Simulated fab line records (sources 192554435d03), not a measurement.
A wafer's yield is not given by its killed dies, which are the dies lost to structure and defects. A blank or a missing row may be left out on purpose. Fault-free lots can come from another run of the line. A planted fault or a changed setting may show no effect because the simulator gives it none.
Which of the tools did it? || flow n5_finfet || 8 lots with 24 wafers sampled at 5 steps, on a route of 1938 steps

WHAT THE GAUGES SHOWED, per wafer
N5_DUMMY_GATE_INSPECT_27: inspects for defects (brightfield).
{"lot": "L741", "measured": "day 3 20:20", "on": "defect_inspect-02", "raw_defect_count": "239 216 214"}
{"lot": "L745", "measured": "day 4 11:47", "on": "defect_inspect-02", "raw_defect_count": "254 248 350"}
{"lot": "L749", "measured": "day 5 14:14", "on": "defect_inspect-02", "raw_defect_count": "891 900 905"}
{"lot": "L750", "measured": "day 6 02:58", "on": "defect_inspect-02", "raw_defect_count": "1084 936 964"}
{"lot": "L755", "measured": "day 7 00:43", "on": "defect_inspect-02", "raw_defect_count": "435 390 393"}
{"lot": "L757", "measured": "day 7 17:23", "on": "defect_inspect-02", "raw_defect_count": "249 253 309"}
{"lot": "L759", "measured": "day 8 00:43", "on": "defect_inspect-02", "raw_defect_count": "184 156 178"}
{"lot": "L761", "measured": "day 8 15:20", "on": "defect_inspect-02", "raw_defect_count": "340 179 275"}

EACH LOT AND THE TOOL THAT RAN IT (in order: tool; ch and the chambers of the sampled wafers; start)
{"lot": "L741", "N5_DUMMY_GATE_DESCUM_20": "rie_diel-01 ch 1,3, day 3 19:10", "N5_DUMMY_GATE_ETCH_23": "rie_si-06 ch 0,1,3, day 3 19:53", "N5_DUMMY_GATE_ETCH_44": "rie_si-06 ch 0,1,3, day 3 19:56", "N5_DUMMY_GATE_PRECLEAN_25": "wet_bench-04 ch 2,6,7, day 3 20:14"}
{"lot": "L745", "N5_DUMMY_GATE_DESCUM_20": "rie_diel-04 ch 0,1,2, day 4 10:37", "N5_DUMMY_GATE_ETCH_23": "rie_si-06 ch 1,2,3, day 4 11:19", "N5_DUMMY_GATE_ETCH_44": "rie_si-06 ch 1,2,3, day 4 11:23", "N5_DUMMY_GATE_PRECLEAN_25": "wet_bench-05 ch 1,4,7, day 4 11:41"}
{"lot": "L749", "N5_DUMMY_GATE_DESCUM_20": "rie_diel-04 ch 1,2, day 5 12:32", "N5_DUMMY_GATE_ETCH_23": "rie_si-03 ch 0,1, day 5 13:29", "N5_DUMMY_GATE_ETCH_44": "rie_si-03 ch 0,1, day 5 13:32", "N5_DUMMY_GATE_PRECLEAN_25": "wet_bench-04 ch 5,6,7, day 5 14:08"}
{"lot": "L750", "N5_DUMMY_GATE_DESCUM_20": "rie_diel-03 ch 0,2,3, day 6 01:28", "N5_DUMMY_GATE_ETCH_23": "rie_si-06 ch 1,3, day 6 02:20", "N5_DUMMY_GATE_ETCH_44": "rie_si-06 ch 1,3, day 6 02:24", "N5_DUMMY_GATE_PRECLEAN_25": "wet_bench-04 ch 0,6,7, day 6 02:53"}
{"lot": "L755", "N5_DUMMY_GATE_DESCUM_20": "rie_diel-01 ch 0,1,3, day 6 23:14", "N5_DUMMY_GATE_ETCH_23": "rie_si-03 ch 2,3, day 7 00:15", "N5_DUMMY_GATE_ETCH_44": "rie_si-03 ch 2,3, day 7 00:18", "N5_DUMMY_GATE_PRECLEAN_25": "wet_bench-01 ch 0,3,7, day 7 00:36"}
{"lot": "L757", "N5_DUMMY_GATE_DESCUM_20": "rie_diel-04 ch 0,2,3, day 7 15:47", "N5_DUMMY_GATE_ETCH_23": "rie_si-05 ch 0,1,3, day 7 16:30", "N5_DUMMY_GATE_ETCH_44": "rie_si-05 ch 0,1,3, day 7 16:33", "N5_DUMMY_GATE_PRECLEAN_25": "wet_bench-05 ch 1,3,4, day 7 17:17"}
{"lot": "L759", "N5_DUMMY_GATE_DESCUM_20": "rie_diel-01 ch 1,2,3, day 7 23:34", "N5_DUMMY_GATE_ETCH_23": "rie_si-03 ch 0,1,2, day 8 00:16", "N5_DUMMY_GATE_ETCH_44": "rie_si-03 ch 0,1,2, day 8 00:20", "N5_DUMMY_GATE_PRECLEAN_25": "wet_bench-05 ch 1,2,5, day 8 00:37"}
{"lot": "L761", "N5_DUMMY_GATE_DESCUM_20": "rie_diel-03 ch 1,2,3, day 8 14:01", "N5_DUMMY_GATE_ETCH_23": "rie_si-03 ch 0,1,3, day 8 14:46", "N5_DUMMY_GATE_ETCH_44": "rie_si-03 ch 0,1,3, day 8 14:49", "N5_DUMMY_GATE_PRECLEAN_25": "wet_bench-05 ch 5,6,7, day 8 15:14"}
- N5_DUMMY_GATE_DESCUM_20: chemistry O2, time 6.2 s.
- N5_DUMMY_GATE_ETCH_23: etches poly-Si in HBr/Cl2/O2, target depth 41 nm, time 22.3 s.
- N5_DUMMY_GATE_ETCH_44: etches poly-Si in HBr/O2, stops on SiO2, target depth 127.5 nm.
- N5_DUMMY_GATE_PRECLEAN_25: cleans in O3/DIW, time 45 s.

THE ANSWER, worked out from the rows above alone
Rule: the usual values come from the lots themselves. Put in order of their means at a reading, lots are off if they are a third of the lots or fewer, leave a main group of 4 or more, and stand apart from it by a gap of 3 or more times the standard deviation of the main group's means; of several such gaps the widest counts. Not used: any main group whose means are identical at the precision the tables above print for the reading. A lot without any number at a reading at which 4 lots or more have one is off too. Where the step has rows for the other lots, those lots are counted as sound.
Off: L749, L750 (N5_DUMMY_GATE_INSPECT_27, raw_defect_count). For the main group the mean is 270 and the standard deviation 71.
If a tool, at a process step before that reading, ran all the lots that are off and no sound lot after the first of them, it fits. Those tools and the gauges at N5_DUMMY_GATE_INSPECT_27 are tried in the same way. One fits: wet_bench-04 at N5_DUMMY_GATE_PRECLEAN_25. Its last sound lot is L741 (day 3 20:14), its first lot that is off L749 (day 5 14:08): a fault that began between those two fits.

WHAT THE SIMULATOR HAD PUT IN
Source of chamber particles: wet_bench-04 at N5_DUMMY_GATE_PRECLEAN_25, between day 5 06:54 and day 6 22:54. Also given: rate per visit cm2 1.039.
Struck lots among those shown: L749, L750. The rule above found the same.
